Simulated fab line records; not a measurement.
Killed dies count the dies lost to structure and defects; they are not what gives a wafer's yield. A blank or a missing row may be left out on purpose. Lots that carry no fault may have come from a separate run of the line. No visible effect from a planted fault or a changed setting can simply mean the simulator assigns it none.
Matching of chambers / flow n5Finfet / rieDiel-03 running N5_BEOL_M0_SAQP_ETCH_88: 4 sister chambers
The step etches underlayer in N2/H2, target depth 6.5 nm, time 5.2 s. 4 wafers are shown with their chamber, then 7 later ones without.

WAFERS, EACH WITH ITS CHAMBER
wafer=L085.1; chamber=0; drypumpMotorCurrentA (A)=5.4
wafer=L088.2; chamber=3; drypumpMotorCurrentA (A)=5.1
wafer=L090.2; chamber=2; drypumpMotorCurrentA (A)=6.1
wafer=L090.3; chamber=1; drypumpMotorCurrentA (A)=5.4

WAFERS MISSING THEIR CHAMBER
wafer=L090.4; drypumpMotorCurrentA (A)=5.1
wafer=L096.1; drypumpMotorCurrentA (A)=5.4
wafer=L096.3; drypumpMotorCurrentA (A)=5.1
wafer=L096.5; drypumpMotorCurrentA (A)=6.1
wafer=L097.1; drypumpMotorCurrentA (A)=5.4
wafer=L097.2; drypumpMotorCurrentA (A)=5.5
wafer=L097.3; drypumpMotorCurrentA (A)=6.1

WHICH CHAMBER EACH ONE RAN IN
wafer=L090.4; from the rows above=3; in truth=3
wafer=L096.1; from the rows above=can't be placed: 0 or 1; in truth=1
wafer=L096.3; from the rows above=3; in truth=3
wafer=L096.5; from the rows above=2; in truth=2
wafer=L097.1; from the rows above=can't be placed: 0 or 1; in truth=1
wafer=L097.2; from the rows above=can't be placed: 0 or 1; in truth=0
wafer=L097.3; from the rows above=2; in truth=2
Placed correctly: 4 of 7. From these rows, 3 cannot be placed; in 3 the true chamber is one of the candidates. Number placed wrongly: 0.
How it was worked out, from the rows above alone: a wafer's distance from a chamber is the root of the sum, over the readings, of the square of ((its reading less the chamber's mean) divided by the reading's scatter). If the next closest chamber is less than 2 further off than the closest, the wafer can't be placed; otherwise it belongs to the closest. The mean given for a chamber averages the wafers shown for that chamber. The scatter: with one shown wafer a chamber, the root of the mean of the squares of how far each hidden wafer lies from its nearest shown one.
